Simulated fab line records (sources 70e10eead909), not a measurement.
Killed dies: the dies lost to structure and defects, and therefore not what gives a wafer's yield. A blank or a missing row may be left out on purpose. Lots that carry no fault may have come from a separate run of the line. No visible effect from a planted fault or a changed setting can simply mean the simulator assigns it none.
Code-filled problem report in 8D (eight disciplines) form | flow nand-harc | the parts of the form that need people (team, actions taken, sign-off) are left out

## 1. WHAT WENT WRONG
At NHARC_A_ONON_D1_THK_MEAS_30, thk-nm averages 590 nm over 2 wafers from 2 lots, while fault-free wafers read 1005 nm, standard deviation 10. That puts it -42 standard deviations away from the usual mean.
The step: measures by ellipsometry.
First observed at day 13 02:04: wafer L240.4, on film-metro-01. The record has a number at this step for 37 wafers belonging to 13 lots. The rule behind "out" and "out of limits": a value lying over 4 standard deviations away from the usual mean. The other wafers with a number count as sound.

## 2. WHAT IT IS, WHAT IT ISN'T
question                    | is                           | is not
which readings at this step | thk-nm                       | -
which lots                  | L240, L241                   | L228, L229, L230, L231, L232, L234, L237, L246, L248, L250, L251
which wafers of those lots  | L240.4, L241.2               | L240.1, L240.3
read on which gauges        | film-metro-01, film-metro-02 | -
when                        | from day 13 02:04            | up to then (23 sound wafers); but 12 sound wafers of L246, L248, L250, L251 came after

## 3. SUSPECTS, AND WHAT RULES EACH OUT
Counting: a tool at a process step up to the reading stays a suspect if it ran every lot that is out. Sound lots after the first of them don't rule it out here, since some wafers of a struck lot are sound.
- the gauge at NHARC_A_ONON_D1_THK_MEAS_30 has been ruled out. The wafers that are out were read on 2 gauges (film-metro-01, film-metro-02).
- pecvd-onon-02 at NHARC_A_ONON_D1_DEP_28 (target thk 1000 nm): kept. Every lot that is out went through it, the first being L240 (day 13 01:34); the last sound lot it ran before that was L234 (day 10 15:25).
After counting, what remains is pecvd-onon-02 at NHARC_A_ONON_D1_DEP_28.

## 4. THE CAUSE (what the simulator had put in)
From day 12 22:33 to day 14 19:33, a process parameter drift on pecvd-onon-02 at NHARC_A_ONON_D1_DEP_28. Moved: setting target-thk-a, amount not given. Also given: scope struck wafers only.
This tool alone remained once counting was done.

## 5. THE EFFECT CHAIN, in route order
Each row: a reading whose mean over the struck wafers that have a number lies more than 3 standard deviations from the usual. Scope: only readings with a usual standard deviation given in the record; hours: median across lots of the time from each lot's start at the first step in this table that gives one to its start at this step; sigmas: change in usual standard deviations.
hours | step                        | reading         | usual   | on struck wafers | change | sigmas
0     | NHARC_A_ONON_D1_THK_MEAS_30 | thk-nm          | 1005 nm | 590              | -416   | -42
389   | NHARC_END_SORT_01           | killed-at-array | 63      | 668              | +604   | +36
389   | NHARC_END_SORT_01           | killed-dies     | 67      | 677              | +610   | +36

## 6. WHAT WOULD HAVE CAUGHT IT SOONER
Counted from the fault's start at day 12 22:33, it took 4 hours until the first out-of-limits reading at a measuring or inspecting step in this record, taken at day 13 02:04.
An alarm limit of 4 standard deviations would not have fired on the tool readings at NHARC_A_ONON_D1_DEP_28 for which the record gives a usual standard deviation, since none of them was out on any struck wafer.
Of the lots that are out (2), L241 began NHARC_A_ONON_D1_DEP_28 on pecvd-onon-02 after day 13 02:04. It would have been spared by a hold on the tool at that moment.
